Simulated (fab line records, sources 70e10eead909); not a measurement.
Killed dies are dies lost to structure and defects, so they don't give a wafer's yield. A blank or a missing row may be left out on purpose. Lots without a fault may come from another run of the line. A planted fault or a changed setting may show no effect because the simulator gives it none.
fab line records | flow nand_harc
record lots=14 wafers=42 last_day=33
route steps=1302 shown A_ONON_D1@438 THIN_TSV@1275 END@1302
lots that met no fault: from a run of the same line without faults
start_h: hours from the record's first day to the start of the lot's first wafer shown | wait_h: hours since the lot's step before | " the same as in the row above | L1.1+2: a row that stands for several wafers | - no value, or no start given | * or withheld: withheld | < > ~ a bound
route shown NAME@n: a module of which the file shows steps, and the number in the route of the first | usual: mean/standard deviation of fault-free wafers | same: alike in all rows | chamber/n: place in a boat | sites: the reading at each site | _std_site: their standard deviation | _edge_site: outer sites' mean less inner sites' | radius_mm: how far each site lies from the wafer's centre | mask NAME#n: copy n | behind: the tool/chamber that last shaped the wafer | hold: why the lot was held/for how many hours/how that ended | device: the transistor (n, p or np) that didn't switch | end of line: the same wafers' tests at the end of the route | a step without rows: its recipe alone | killed: dies lost to structure and defects at the first sort, not the wafer's yield | map: a wafer's dies, x killed, . not, _ none there
set.NAME: the setting as run; set.NAME@STEP: as run at that earlier step | model.NAME: the simulator's own value behind a step, which no gauge read
steps of the route over a sample of lots; a table a step, a row a wafer
services: from which hour (start_h, from the record's first day; less than 0 if before it) a tool's chamber was out of use, for how many hours, and why
## steps
# step NHARC_A_ONON_D1_DEP_19
# recipe target_thk_a=10000 n2_flow_sccm=2750 n2o_flow_sccm=2000 nh3_flow_sccm=500 sih4_flow_sccm=210 temp_c=400
# columns lot.wafer tool chamber start_h wait_h
L121.2+4+5 pecvd_onon-02 0 177.36 0.1
L122.2+3+6 pecvd_onon-04 0 177.36 0.1
L123.1+2+3 pecvd_onon-03 0 197.09 0.1
L124.1+2+5 pecvd_onon-02 0 205.79 0.1
L126.1+3+4 pecvd_onon-02 0 220.46 0.1
L127.1+3+5 pecvd_onon-02 0 239.23 0.1
L129.3+4+6 pecvd_onon-04 0 261.72 0.2
L131.1+5+6 pecvd_onon-02 0 281.88 0.1
L132.1+4+6 pecvd_onon-02 0 290.68 0.1
L135.2+3+5 pecvd_onon-02 0 316.21 0.1
L139.2+4+5 pecvd_onon-02 0 351.64 0.1
L140.1+2+5 pecvd_onon-04 0 358.46 0.1
L143.1+2+4 pecvd_onon-02 0 390.23 0.1
L144.1+3+5 pecvd_onon-04 0 403.35 0.1
# step NHARC_THIN_TSV_ANNEAL_52
# recipe temp_c=225 time_s=90
# usual anneal_temp_c_max=225.71/0.21 wafer_temp_C_max=225.95/0.26
# columns lot.wafer tool chamber start_h wait_h anneal_temp_c_max wafer_temp_C_max
L121.2 rtp_anneal-01 0 553.71 0.6 225.62 226.08
L121.4 " 0 " " 225.64 225.82
L121.5 " 0 " " 225.81 225.84
L122.2 rtp_anneal-01 0 554.31 0.7 225.82 225.86
L122.3 " 0 " " 225.53 225.92
L122.6 " 0 " " 225.84 226.16
L123.1 rtp_anneal-02 0 566.04 0.6 225.53 225.86
L123.2 " 0 " " 225.74 225.74
L123.3 " 0 " " 225.67 226.01
L124.1 rtp_anneal-02 0 584.95 0.5 225.60 226.09
L124.2 " 0 " " 225.60 225.97
L124.5 " 0 " " 225.42 225.62
L127.1 rtp_anneal-02 0 596.90 0.6 225.76 225.77
L127.3 " 0 " " 225.22 225.60
L127.5 " 0 " " 225.37 225.48
L126.1 rtp_anneal-01 0 605.94 0.6 225.88 226.22
L126.3 " 0 " " 225.67 226.50
L126.4 " 0 " " 225.78 226.37
L129.3 rtp_anneal-01 0 641.72 0.4 225.79 226.06
L129.4 " 0 " " 225.54 226.28
L129.6 " 0 " " 225.88 225.77
L132.1 rtp_anneal-01 0 667.15 0.8 225.50 225.78
L132.4 " 0 " " 226.09 226.28
L132.6 " 0 " " 225.70 225.83
L131.1 rtp_anneal-01 0 668.19 0.5 225.67 226.27
L131.5 " 0 " " 225.84 226.03
L131.6 " 0 " " 225.77 226.17
L135.2 rtp_anneal-02 0 689.32 0.7 225.89 225.77
L135.3 " 0 " " 225.90 225.75
L135.5 " 0 " " 225.81 225.82
L139.2 rtp_anneal-01 0 750.57 0.7 226.10 226.08
L139.4 " 0 " " 226.13 225.75
L139.5 " 0 " " 225.81 226.03
L140.1 rtp_anneal-01 0 751.67 0.6 226.18 226.15
L140.2 " 0 " " 225.94 226.09
L140.5 " 0 " " 226.53 225.96
L143.1 rtp_anneal-02 0 761.04 0.6 225.45 225.45
L143.2 " 0 " " 225.68 225.58
L143.4 " 0 " " 225.61 225.54
L144.1 rtp_anneal-02 0 768.85 0.5 225.79 226.20
L144.3 " 0 " " 225.84 226.07
L144.5 " 0 " " 226.24 225.58
# step NHARC_THIN_TSV_CD_MEAS_37
# usual cd_nm=5000.4/2
# columns lot.wafer tool chamber start_h wait_h cd_nm
L121.2 cd_sem-03 - 557.07 - 5000.2
L121.4 " - " " 4999.0
L121.5 " - " " 5003.2
L122.2 cd_sem-03 - 557.81 - 4998.9
L122.3 " - " " 5000.9
L122.6 " - " " 5000.4
L123.1 cd_sem-01 - 569.41 - 4998.3
L123.2 " - " " 5003.9
L123.3 " - " " 5003.4
L124.1 cd_sem-02 - 588.34 - 4999.9
L124.2 " - " " 4995.0
L124.5 " - " " 5000.3
L127.1 cd_sem-01 - 600.19 - 5002.2
L127.3 " - " " 5000.0
L127.5 " - " " 5001.2
L126.1 cd_sem-03 - 609.36 - 5002.5
L126.3 " - " " 5000.8
L126.4 " - " " 5002.9
L129.3 cd_sem-03 - 644.91 - 5002.2
L129.4 " - " " 5000.8
L129.6 " - " " 4999.9
L132.1 cd_sem-01 - 670.52 - 5003.4
L132.4 " - " " 5002.5
L132.6 " - " " 5002.3
L131.1 cd_sem-01 - 671.58 - 4998.6
L131.5 " - " " 4999.4
L131.6 " - " " 5001.4
L135.2 cd_sem-03 - 692.63 - 5002.9
L135.3 " - " " 5000.8
L135.5 " - " " 4999.9
L139.2 cd_sem-01 - 754.15 - 4997.1
L139.4 " - " " 4998.3
L139.5 " - " " 4997.4
L140.1 cd_sem-02 - 754.94 - 5001.1
L140.2 " - " " 5000.7
L140.5 " - " " 5002.2
L143.1 cd_sem-03 - 764.45 - 4998.9
L143.2 " - " " 4998.5
L143.4 " - " " 4999.4
L144.1 cd_sem-02 - 772.23 - 4998.0
L144.3 " - " " 4998.8
L144.5 " - " " 5000.9
# step NHARC_END_SORT_01
# recipe temp_c=25
# usual killed_at_array=59/19 killed_at_other=0.6/0.85 killed_at_periphery=3.8/2.5 killed_dies=64/19 killed_open=3.3/1.8 killed_short=2.2/1.6
# same gross_dies=677
# columns lot.wafer tool chamber start_h wait_h killed_at_array killed_at_other killed_at_periphery killed_dies killed_open killed_short
L139.2 prober-01 0 762.55 2.8 131 0 9 140 4 3
L139.4 prober-01 0 764.15 3.4 148 0 3 151 2 3
L139.5 prober-01 0 764.94 3.7 142 1 6 149 4 3
L143.1 prober-02 0 772.77 2.5 120 1 3 124 3 3
L143.2 prober-02 0 773.56 2.8 133 2 2 137 2 2
L143.4 prober-02 0 775.14 3.4 135 0 2 137 4 1
# killed by level:class
L139.2 A_ONON_D1:unspecified=79 A_SLIT:chamber_film_flake=27 A_CHANNEL_HOLE_D1:chamber_film_flake=15 A_ZERO_WELL:chamber_film_flake=3 P_STI:chamber_film_flake=2 P_GATE:chamber_film_flake=2 P_CONTACT:geometric_particle:short=1 P_CONTACT:geometric_particle:open=1
L139.4 A_ONON_D1:unspecified=83 A_SLIT:chamber_film_flake=33 A_CHANNEL_HOLE_D1:chamber_film_flake=18 P_GATE:chamber_film_flake=3 A_CONTACT:chamber_film_flake=3 A_DECK1_JOINT:chamber_film_flake=2 A_STAIRCASE:chamber_film_flake=2 A_WL_FILL:chamber_film_flake=2
L139.5 A_ONON_D1:unspecified=74 A_SLIT:chamber_film_flake=36 A_CHANNEL_HOLE_D1:chamber_film_flake=17 A_CONTACT:chamber_film_flake=7 P_GATE:chamber_film_flake=4 P_M1:geometric_particle:open=1 A_ONON_D1:geometric_particle:open=1 A_CHANNEL_FILL_D1:geometric_particle:short=1
L143.1 A_ONON_D1:unspecified=81 A_SLIT:chamber_film_flake=22 A_CHANNEL_HOLE_D1:chamber_film_flake=10 P_CONTACT:geometric_particle:open=1 A_ONON_D1:geometric_particle:short=1 A_CHANNEL_HOLE_D1:geometric_particle:open=1 A_CHANNEL_FILL_D2:geometric_particle:short=1 A_WL_FILL:geometric_particle:short=1
L143.2 A_ONON_D1:unspecified=84 A_SLIT:chamber_film_flake=21 A_CHANNEL_HOLE_D1:chamber_film_flake=17 A_STAIRCASE:chamber_film_flake=3 A_CHANNEL_HOLE_D2:chamber_film_flake=2 THIN_TSV:chamber_film_flake=2 A_CHANNEL_FILL_D1:geometric_particle:short=1 A_CHANNEL_FILL_D2:geometric_particle:open=1
L143.4 A_ONON_D1:unspecified=85 A_SLIT:chamber_film_flake=26 A_CHANNEL_HOLE_D1:chamber_film_flake=11 A_CHANNEL_FILL_D2:geometric_particle:open=2 A_CHANNEL_HOLE_D2:chamber_film_flake=2 P_GATE:chamber_film_flake=2 A_DECK1_JOINT:chamber_film_flake=2 A_CHANNEL_FILL_D2:chamber_film_flake=2
## services
# columns tool chamber start_h hours kind
pecvd_onon-02 - 185.09 13.0 pm
pecvd_onon-03 - 186.71 2.8 repair
pecvd_onon-03 - 227.00 13.0 pm
pecvd_onon-04 - 241.68 7.7 repair
pecvd_onon-04 - 311.91 13.0 pm
pecvd_onon-02 - 366.09 13.0 pm
rtp_anneal-01 - 372.00 12.0 pm
pecvd_onon-03 - 408.00 13.0 pm
pecvd_onon-04 - 434.90 2.4 repair
pecvd_onon-02 - 450.14 14.9 repair
pecvd_onon-04 - 492.91 13.0 pm
pecvd_onon-02 - 525.49 4.5 repair
pecvd_onon-02 - 547.09 13.0 pm
pecvd_onon-03 - 589.00 13.0 pm
pecvd_onon-04 - 630.76 6.6 repair
pecvd_onon-03 - 670.17 8.8 repair
pecvd_onon-04 - 673.91 13.0 pm
pecvd_onon-02 - 728.09 13.0 pm
rtp_anneal-02 - 744.25 12.0 pm
## key
first_sign step=NHARC_END_SORT_01 reading=killed_dies direction=up sigmas=4.1 usual=64 struck=140
effect step=NHARC_END_SORT_01 reading=killed_at_array direction=up sigmas=4 usual=59 struck=135
more_kills_born_at NHARC_A_ONON_D1_DEP_19@pecvd_onon-02=486
met_at NHARC_A_ONON_D1_DEP_19
struck_lots L139,L143
tester_left_out L139,L143
not_acting_at NHARC_THIN_TSV_ANNEAL_52,NHARC_THIN_TSV_CD_MEAS_37
onset_between 316.21 351.64
fault kind=chamber_particle_source tool=pecvd_onon-02 chamber=- onset_h=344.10 steps=NHARC_A_ONON_D1_DEP_19 rate_per_visit_cm2=0.98749 end_h=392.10
# tester_left_out: of these lots the tester's yield and bins aren't shown, on N5 and GAA mostly nor the transistor test; their killed dies are dies lost to structure and defects alone, not to doping, threshold or leakage, so they don't give the yield
